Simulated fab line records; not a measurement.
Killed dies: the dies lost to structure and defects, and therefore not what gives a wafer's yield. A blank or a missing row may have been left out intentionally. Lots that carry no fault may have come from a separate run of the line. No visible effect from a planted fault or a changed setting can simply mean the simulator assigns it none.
Matching of chambers ; flow n5_finfet ; N5_PMOS_HMC_CHANNEL_EPI_HM_DEP_34 on pecvd-03 has 3 sister chambers
The step deposits SiO2 from TEOS/O2, target thk 36 nm, time 6.9 s. 18 wafers are shown with their chamber, then 9 later ones without.

## WAFERS, EACH WITH ITS CHAMBER
wafer;chamber;throttle_valve_pct (%);showerhead_plenum_p_Torr (Torr);chamber_pressure_Torr (Torr)
L078.2;1;19.2;8.36;6.505
L078.3;0;18.8;8.36;6.509
L078.4;2;18.1;8.39;6.507
L082.1;2;18.1;8.37;6.498
L082.4;2;17.7;8.41;6.501
L082.5;1;19.4;8.38;6.494
L083.1;0;18.6;8.38;6.504
L083.4;2;17.7;8.39;6.524
L083.6;0;18.9;8.38;6.493
L086.1;2;17.8;8.42;6.498
L086.2;1;19.3;8.35;6.499
L086.4;1;19.2;8.37;6.489
L087.1;0;19.0;8.36;6.504
L087.3;2;17.8;8.38;6.513
L087.6;0;19.0;8.37;6.495
L088.1;2;17.6;8.37;6.509
L088.2;0;19.1;8.36;6.480
L088.4;2;18.0;8.38;6.503

SIGNATURES, as means of the wafers listed above
reading;chamber 0;chamber 1;chamber 2;scatter within a chamber
throttle_valve_pct;18.900;19.275;17.850;0.173
showerhead_plenum_p_Torr;8.3683;8.3650;8.3887;0.0148
chamber_pressure_Torr;6.49750;6.49675;6.50662;0.00906
Rule: for each reading, subtract the chamber's mean from the wafer's reading, divide by that reading's scatter and square the result; add these up over the readings and take the root, which gives the wafer's distance from the chamber. The wafer belongs to the nearest chamber; if the next one is less than 2 further off, it can't be placed. The scatter: take each reading less its chamber's mean, square it, sum over the shown wafers, divide by the number of wafers less the number of chambers, and take the root.

## WAFERS WITH NO CHAMBER GIVEN
wafer;throttle_valve_pct (%);showerhead_plenum_p_Torr (Torr);chamber_pressure_Torr (Torr)
L089.1;17.9;8.39;6.500
L089.2;18.8;8.37;6.483
L089.4;19.3;8.37;6.510
L092.2;19.2;8.37;6.514
L092.3;19.6;8.38;6.499
L092.4;19.0;8.36;6.502
L093.4;18.0;8.39;6.523
L093.5;19.1;8.36;6.497
L093.6;19.3;8.38;6.494

## EACH ONE'S CHAMBER
wafer;from the rows above;in truth
L089.1;2;2
L089.2;can't be placed: 0 or 1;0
L089.4;can't be placed: 1 or 0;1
L092.2;can't be placed: 1 or 0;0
L092.3;can't be placed: 1 or 0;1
L092.4;can't be placed: 0 or 1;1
L093.4;2;2
L093.5;can't be placed: 1 or 0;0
L093.6;can't be placed: 1 or 0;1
Correctly placed: 2 of 9. Can't be placed from these rows: 7 (the true chamber is among the candidates in 7). Wrongly placed: 0.
